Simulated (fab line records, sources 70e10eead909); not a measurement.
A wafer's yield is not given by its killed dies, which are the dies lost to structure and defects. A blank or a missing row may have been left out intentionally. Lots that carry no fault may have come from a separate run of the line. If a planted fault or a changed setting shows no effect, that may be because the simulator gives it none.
fab line records	flow nand-harc
record lots=6	wafers=18	last-day=33
route steps=1302 shown A_CHANNEL_FILL_D1@496 END@1302
lots untouched by any fault: they come from a run of this same line in which no faults occurred
start-h: start of the lot's first displayed wafer, in hours after the record's first day	wait-h: hours from the lot's prior step to this one	" the same as in the row above	L1.1+2: a single row standing in for several wafers	- value missing, or start not given	* or withheld: withheld	< > ~ a bound
route shown NAME@n: names a module that has steps shown in the file, with the first one's number in the route	usual: mean and standard deviation over wafers with no fault	same: alike in all rows	chamber/n: place in a boat	sites: per-site readings	_std_site: the values' standard deviation	_edge_site: inner sites' mean taken away from outer sites' mean	radius-mm: how far each site lies from the wafer's centre	mask NAME#n: copy n	behind: tool/chamber where the wafer was last shaped	hold: reason for holding the lot/hours on hold/outcome of the hold	device: the n, p or np transistor that did not switch	end of line: tests of these same wafers at the route's end	for a step that has no rows: nothing shown but its recipe	killed: dies lost to structure and defects at the first sort, not the wafer's yield	map: shows each die of a wafer: x if killed, . if not, _ if none is there
set.NAME: the setting that was run; set.NAME@STEP: the one run at that earlier step	model.NAME: the simulator's own value behind a step, which no gauge read
certain route steps with their lots: each step a table, each wafer a row
services: when a tool's chamber went out of use (start-h, in hours from the record's first day, below 0 if earlier), for how many hours, and the reason
## steps
# step NHARC_A_CHANNEL_FILL_D1_ALD_16
# recipe target-thk-a=15	pulse-time-s=10	ald-cycles=15	temp-c=300	material=SiO2
# usual heater-power-w=450/54	precursor-pulse-height-rel=1.001/0.018
lot.wafer	tool	chamber	start-h	wait-h	heater-power-w	precursor-pulse-height-rel
L728.3	ald-hk-02	1	205.12	0.0	457	0.986
L728.6	"	1	"	"	451	1.014
L728.5	"	2	"	"	384	1.052
L734.1	ald-hk-04	1	274.38	0.0	523	1.005
L734.3	"	2	"	"	453	0.995
L734.2	"	0	"	"	480	1.009
L737.3	ald-hk-04	1	307.52	2.9	514	1.021
L737.5	"	1	"	"	515	1.036
L737.6	"	2	"	"	448	1.004
L747.3	ald-hk-03	2	403.83	0.0	426	0.999
L747.1	"	3	"	"	437	1.004
L747.4	"	1	"	"	376	1.002
L748.2	ald-hk-02	1	413.33	0.0	469	0.999
L748.4	"	2	"	"	394	1.023
L748.1	"	3	"	"	477	0.983
L750.2	ald-hk-02	1	435.22	0.0	459	0.996
L750.4	"	3	"	"	481	0.994
L750.1	"	0	"	"	474	0.995
# step NHARC_A_CHANNEL_FILL_D1_ANNEAL_17
# recipe temp-c=850	time-s=1800
# step NHARC_A_CHANNEL_FILL_D1_CVD_18
# recipe target-thk-a=30	temp-c=550	material=poly-Si
# step NHARC_A_CHANNEL_FILL_D1_ETCHBACK_19
# recipe target-depth-a=50	time-s=1.7	hbr-flow-sccm=150	cl2-flow-sccm=50	rf-w=400	icp-w=400	bias-w=100	chemistry=HBr/Cl2
# usual drypump-motor-current-A=5.7/0.47	oes-product-au=1.002/0.011	throttle-valve-pct=26.406/0.0092
lot.wafer	tool	chamber	start-h	wait-h	drypump-motor-current-A	oes-product-au	rf-hours-counter-h	throttle-valve-pct
L728.3	rie-si-03	1	217.21	0.4	5.1	0.986	0.80	26.410
L728.6	"	2	"	"	5.6	1.013	-	26.411
L728.5	"	3	"	"	6.4	1.004	-	26.404
L734.3	rie-si-05	1	286.21	0.4	6.6	1.014	0.81	26.418
L734.1	"	2	"	"	6.0	1.009	0.74	26.407
L734.2	"	3	"	"	5.8	1.004	0.91	26.403
L737.3	rie-si-03	0	319.27	0.4	4.9	1.022	0.66	26.397
L737.5	"	3	"	"	6.4	1.011	-	26.410
L737.6	"	0	"	"	4.9	1.007	-	26.418
L747.4	rie-si-04	1	415.80	0.4	5.3	1.021	0.38	26.408
L747.1	"	3	"	"	5.9	0.991	0.39	26.412
L747.3	"	0	"	"	5.8	0.997	0.47	26.410
L748.2	rie-si-04	0	425.16	0.4	5.8	0.988	0.54	26.409
L748.1	"	2	"	"	5.7	0.992	0.49	26.406
L748.4	"	3	"	"	5.9	1.000	0.40	26.395
L750.2	rie-si-03	0	446.98	0.4	4.9	1.007	0.24	26.402
L750.4	"	1	"	"	5.2	0.988	0.25	26.413
L750.1	"	2	"	"	5.6	1.008	0.25	26.422
# step NHARC_A_CHANNEL_FILL_D1_ETCHBACK_20
# recipe target-depth-a=270	time-s=13.5	c4f8-flow-sccm=withheld	o2-flow-sccm=8	ar-flow-sccm=withheld	rf-w=600	bias-w=1500	chemistry=C4F8/O2/Ar
# step NHARC_A_CHANNEL_FILL_D1_STRIP_28
# recipe time-s=20	o2-flow-sccm=500	ar-flow-sccm=0	bias-w=0	chemistry=O2
# usual drypump-motor-current-A=5.7/0.44	mfc-ar-sccm=0.009/0.012	o2-flow-sccm=500.2/1.6	oes-product-au=1.000/0.011	rf-vpp-V=57.6/0.93	showerhead-plenum-p-Torr=3.45/0.11	throttle-valve-pct=17.036/0.009
lot.wafer	tool	chamber	start-h	wait-h	drypump-motor-current-A	mfc-ar-sccm	o2-flow-sccm	oes-product-au	rf-hours-counter-h	rf-vpp-V	showerhead-plenum-p-Torr	throttle-valve-pct
L728.3	rie-diel-10	0	217.40	0.1	6.2	0.037	499.2	0.981	8	57.2	3.49	17.035
L728.6	"	1	"	"	5.8	0.001	499.2	0.989	-	56.5	3.33	17.027
L728.5	"	2	"	"	5.3	0	501.3	0.999	-	59.0	3.54	17.040
L734.1	rie-diel-11	1	286.45	0.1	5.1	0	500.3	0.988	1	58.4	3.40	17.055
L734.2	"	2	"	"	5.9	0.023	498.5	0.999	1	58.3	3.34	17.041
L734.3	"	3	"	"	5.3	0	502.0	1.019	1	56.2	3.42	17.030
L737.3	rie-diel-11	3	319.48	0.1	5.4	0	500.3	1.014	2	57.3	3.42	17.035
L737.6	"	3	"	"	5.3	0	500.9	1.019	-	58.3	3.42	17.038
L737.5	"	0	"	"	6.4	0.012	499.1	1.002	-	58.9	3.70	17.035
L747.1	rie-diel-10	3	416.02	0.1	5.6	0.008	502.3	1.005	7	59.1	3.61	17.045
L747.4	"	1	"	"	5.8	0.001	498.4	0.997	8	56.8	3.32	17.040
L747.3	"	2	"	"	5.3	0	497.8	1.002	8	56.4	3.54	17.035
L748.1	rie-diel-11	1	425.40	0.1	5.1	0	503.3	0.988	7	55.7	3.39	17.041
L748.2	"	2	"	"	5.9	0.023	498.3	1.009	7	58.2	3.34	17.040
L748.4	"	1	"	"	5.1	0	500.4	0.983	-	57.7	3.39	17.024
L750.1	rie-diel-10	3	447.20	0.1	5.6	0.008	499.2	1.008	0	56.6	3.61	17.035
L750.2	"	0	"	"	6.2	0.037	501.6	0.992	0	58.9	3.48	17.014
L750.4	"	2	"	"	5.3	0	500.2	0.984	0	57.9	3.54	17.035
# step NHARC_A_CHANNEL_FILL_D1_PRECLEAN_21
# recipe time-s=30	chemistry=dHF
# step NHARC_A_CHANNEL_FILL_D1_SRD_23
# step NHARC_A_CHANNEL_FILL_D1_CVD_05
# recipe target-thk-a=50	temp-c=550	material=poly-Si
# step NHARC_A_CHANNEL_FILL_D1_ANNEAL_22
# recipe temp-c=620	time-s=7200
# step NHARC_A_CHANNEL_FILL_D1_ALD_25
# recipe target-thk-a=600	pulse-time-s=10	ald-cycles=600	temp-c=300	material=SiOx
# usual heater-power-w=454/48	precursor-pulse-height-rel=0.999/0.021
lot.wafer	tool	chamber	start-h	wait-h	heater-power-w	precursor-pulse-height-rel
L728.3	ald-hk-03	2	231.02	1.9	406	0.984
L728.6	"	3	"	"	436	1.019
L728.5	"	0	"	"	542	0.997
L734.1	ald-hk-03	0	299.09	0.7	535	0.990
L734.3	"	1	"	"	373	0.985
L734.2	"	2	"	"	414	1.024
L737.3	ald-hk-03	2	331.21	0.0	403	1.006
L737.5	"	2	333.67	2.5	413	1.039
L737.6	"	3	"	"	440	0.998
L747.1	ald-hk-02	1	427.97	0.1	466	1.000
L747.4	"	2	"	"	390	1.014
L747.3	"	3	"	"	472	1.003
L748.2	ald-hk-03	1	437.38	0.1	369	1.032
L748.1	"	2	"	"	428	1.017
L748.4	"	3	"	"	447	0.997
L750.1	ald-hk-02	0	459.11	0.1	463	0.998
L750.2	"	1	"	"	481	0.981
L750.4	"	3	460.96	1.9	478	0.964
# step NHARC_A_CHANNEL_FILL_D1_ETCHBACK_08
# recipe target-depth-a=2200	time-s=110	c4f8-flow-sccm=20	ar-flow-sccm=withheld	rf-w=600	bias-w=300	chemistry=C4F8
# usual oes-product-au=0.96/0.036	rf-vpp-V=439.1/2.2	run-length-s=131.4/0.41
lot.wafer	tool	chamber	start-h	wait-h	oes-product-au	rf-hours-counter-h	rf-vpp-V	run-length-s
L728.3	rie-diel-10	2	234.70	-	0.93	12	441.0	131.3
L728.5	"	2	"	"	0.94	-	440.9	131.0
L728.6	"	3	"	"	0.93	-	443.0	131.3
L734.2	rie-diel-10	1	304.01	-	0.97	3	437.5	131.3
L734.3	"	2	"	"	0.95	2	440.3	131.6
L734.1	"	3	"	"	0.97	2	441.9	131.3
L737.3	rie-diel-07	2	336.75	-	1.00	3	440.5	132.2
L737.6	"	2	"	"	1.00	-	440.5	131.6
L737.5	"	3	"	"	1.00	-	438.9	131.2
L747.4	rie-diel-07	2	433.50	-	0.92	10	441.2	194.8
L747.3	"	3	"	"	0.94	9	436.6	194.4
L747.1	"	1	"	"	0.93	10	438.7	194.3
L748.1	rie-diel-07	0	442.95	-	0.93	10	435.6	194.9
L748.4	"	1	"	"	0.92	11	438.9	194.5
L748.2	"	3	"	"	0.93	10	436.1	194.7
L750.2	rie-diel-11	2	464.68	-	1.01	0	436.1	130.8
L750.1	"	3	"	"	1.01	1	439.2	130.9
L750.4	"	0	"	"	0.99	1	444.0	131.4
# step NHARC_A_CHANNEL_FILL_D1_STRIP_29
# recipe time-s=20	o2-flow-sccm=500	ar-flow-sccm=0	bias-w=0	chemistry=O2
# usual drypump-motor-current-A=5.6/0.47	mfc-ar-sccm=0.007/0.01	o2-flow-sccm=500.0/1.4	oes-product-au=0.999/0.009	rf-vpp-V=57.6/0.87	showerhead-plenum-p-Torr=3.43/0.11	throttle-valve-pct=17.036/0.0097
lot.wafer	tool	chamber	start-h	wait-h	drypump-motor-current-A	mfc-ar-sccm	o2-flow-sccm	oes-product-au	rf-hours-counter-h	rf-vpp-V	showerhead-plenum-p-Torr	throttle-valve-pct
L728.3	rie-diel-10	2	-	-	5.3	0	499.9	1.010	12	58.8	3.54	17.044
L728.5	"	1	"	"	5.8	0.001	496.4	0.990	-	57.5	3.33	17.036
L728.6	"	2	"	"	5.3	0	501.3	1.005	-	58.2	3.54	17.024
L734.3	rie-diel-10	0	-	-	6.3	0.037	500.7	0.997	3	57.1	3.49	17.041
L734.1	"	1	"	"	5.8	0.001	498.2	1.007	3	56.9	3.33	17.029
L734.2	"	2	"	"	5.3	0	501.5	1.003	2	58.5	3.54	17.039
L737.3	rie-diel-07	1	-	-	6.4	0	500.9	0.999	3	57.3	3.37	17.034
L737.6	"	0	"	"	5.4	0	501.1	1.005	-	56.9	3.34	17.043
L737.5	"	1	"	"	6.3	0	499.5	0.994	-	57.7	3.37	17.039
L747.4	rie-diel-07	0	-	-	5.3	0	501.5	0.990	9	57.4	3.33	17.039
L747.1	"	1	"	"	6.4	0	498.8	0.996	10	56.2	3.37	17.039
L747.3	"	3	"	"	5.0	0	500.8	0.993	9	58.8	3.33	17.030
L748.2	rie-diel-07	3	-	-	5.0	0	500.2	1.000	10	58.6	3.33	17.039
L748.1	"	0	"	"	5.4	0	499.1	1.001	10	57.4	3.33	17.036
L748.4	"	1	"	"	6.4	0	503.1	1.001	11	57.6	3.37	17.036
L750.2	rie-diel-11	3	-	-	5.4	0	501.1	1.001	1	56.3	3.41	17.047
L750.1	"	1	"	"	5.1	0	499.8	0.997	2	57.6	3.39	17.037
L750.4	"	2	"	"	5.8	0.023	499.3	0.996	0	57.9	3.34	17.030
# step NHARC_END_SORT_01
# recipe temp-c=25
# usual killed-at-array=49/18	killed-at-other=0.7/1.1	killed-at-periphery=4.0/2.6	killed-dies=54/19	killed-open=3.4/1.7	killed-short=2.5/1.7
# same gross-dies=677
lot.wafer	tool	chamber	start-h	wait-h	killed-at-array	killed-at-other	killed-at-periphery	killed-dies	killed-open	killed-short
L728.3	prober-02	0	560.99	3.1	30	0	7	37	3	3
L728.5	prober-02	0	562.59	3.7	37	0	8	45	2	6
L728.6	prober-02	0	563.40	4.0	35	0	6	41	4	4
L748.1	prober-02	0	770.69	2.5	49	0	5	54	3	4
L748.2	prober-02	0	771.51	2.8	51	4	1	56	0	1
L748.4	prober-02	0	773.13	3.4	50	1	1	52	3	2
# killed by level:class
L728.3 A_CHANNEL_HOLE_D2:chamber-film-flake=11 A_STAIRCASE:chamber-film-flake=7 P_BONDPAD:chamber-film-flake=3 A_WL_FILL:chamber-film-flake=3 P_ZERO_WELL:chamber-film-flake=2 A_CHANNEL_HOLE_D1:chamber-film-flake=2 A_CONTACT:chamber-film-flake=2 P_CONTACT:geometric-particle:open=1
L728.5 A_CHANNEL_HOLE_D2:chamber-film-flake=23 P_BONDPAD:chamber-film-flake=6 A_WL_FILL:geometric-particle:short=3 A_STAIRCASE:chamber-film-flake=3 A_WL_FILL:chamber-film-flake=2 A_CONTACT:chamber-film-flake=2 P_M0:geometric-particle:open=1 P_M0:geometric-particle:short=1
L728.6 A_CHANNEL_HOLE_D2:chamber-film-flake=12 A_WL_FILL:chamber-film-flake=6 A_CHANNEL_HOLE_D1:chamber-film-flake=5 P_BONDPAD:chamber-film-flake=4 A_STAIRCASE:chamber-film-flake=3 A_BLC:geometric-particle:short=2 P_M0:geometric-particle:open=1 A_ONON_D1:geometric-particle:short=1
L748.1 A_CHANNEL_HOLE_D2:chamber-film-flake=21 A_SLIT:chamber-film-flake=8 A_CHANNEL_HOLE_D1:chamber-film-flake=7 A_CONTACT:chamber-film-flake=7 A_WL_FILL:chamber-film-flake=2 P_STI:geometric-particle:short=1 P_GATE:geometric-particle:short=1 P_M0:geometric-particle:open=1
L748.2 A_CHANNEL_HOLE_D2:chamber-film-flake=24 A_CHANNEL_HOLE_D1:chamber-film-flake=15 A_CONTACT:chamber-film-flake=6 THIN_TSV:chamber-film-flake=4 A_SLIT:chamber-film-flake=3 A_CHANNEL_FILL_D1:geometric-particle:short=1 P_ZERO_WELL:chamber-film-flake=1 A_DECK1_JOINT:chamber-film-flake=1
L748.4 A_CHANNEL_HOLE_D2:chamber-film-flake=24 A_CHANNEL_HOLE_D1:chamber-film-flake=11 A_CONTACT:chamber-film-flake=7 A_CHANNEL_FILL_D1:geometric-particle:short=2 A_STAIRCASE:chamber-film-flake=2 A_SLIT:chamber-film-flake=2 P_M0:geometric-particle:open=1 A_CHANNEL_FILL_D1:geometric-particle:open=1
## services
tool	chamber	start-h	hours	kind
ald-hk-03	-	214.15	10.0	pm
rie-si-03	-	221.00	9.0	pm
rie-diel-11	-	225.46	0.4	repair
rie-diel-10	-	242.50	9.0	pm
rie-diel-11	0	245.41	31.4	repair
rie-diel-11	-	255.50	9.0	pm
ald-hk-04	-	255.83	10.0	pm
rie-diel-10	3	269.82	7.9	repair
rie-diel-11	3	272.24	9.0	repair
rie-diel-07	0	272.50	3.1	repair
rie-diel-07	3	277.61	6.7	repair
rie-diel-07	-	294.20	9.0	pm
rie-diel-10	2	296.37	4.9	repair
rie-si-03	2	301.61	7.5	repair
rie-diel-10	3	321.38	2.0	repair
rie-si-04	-	342.00	9.0	pm
ald-hk-02	-	350.20	10.0	pm
ald-hk-03	-	392.15	10.0	pm
rie-si-03	-	398.00	9.0	pm
rie-diel-11	0	413.29	30.1	repair
rie-si-04	3	415.92	6.6	repair
rie-diel-10	-	419.50	9.0	pm
rie-diel-11	-	432.50	9.0	pm
rie-diel-11	2	450.85	4.7	repair
## key
first-sign step=NHARC_A_CHANNEL_FILL_D1_ETCHBACK_08	reading=run-length-s	direction=up	sigmas=99+	usual=*	struck=*
effect none on later readings
met-at NHARC_A_CHANNEL_FILL_D1_ETCHBACK_08
struck-wafers L747.1,L747.3,L747.4,L748.1,L748.2,L748.4
tester-left-out L747,L748
onset-between 336.75 433.50
fault kind=process-parameter-drift	tool=rie-diel-07	chamber=-	onset-h=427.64	steps=NHARC_A_CHANNEL_FILL_D1_ETCHBACK_08	channel=time-s	offset=*	shape=step	end-h=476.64	acts-in=*	stated=*
# tester-left-out: of these lots the tester's yield and bins aren't shown, on N5 and GAA mostly nor the transistor test; their killed dies are dies lost to structure and defects alone, not to doping, threshold or leakage, so they don't give the yield
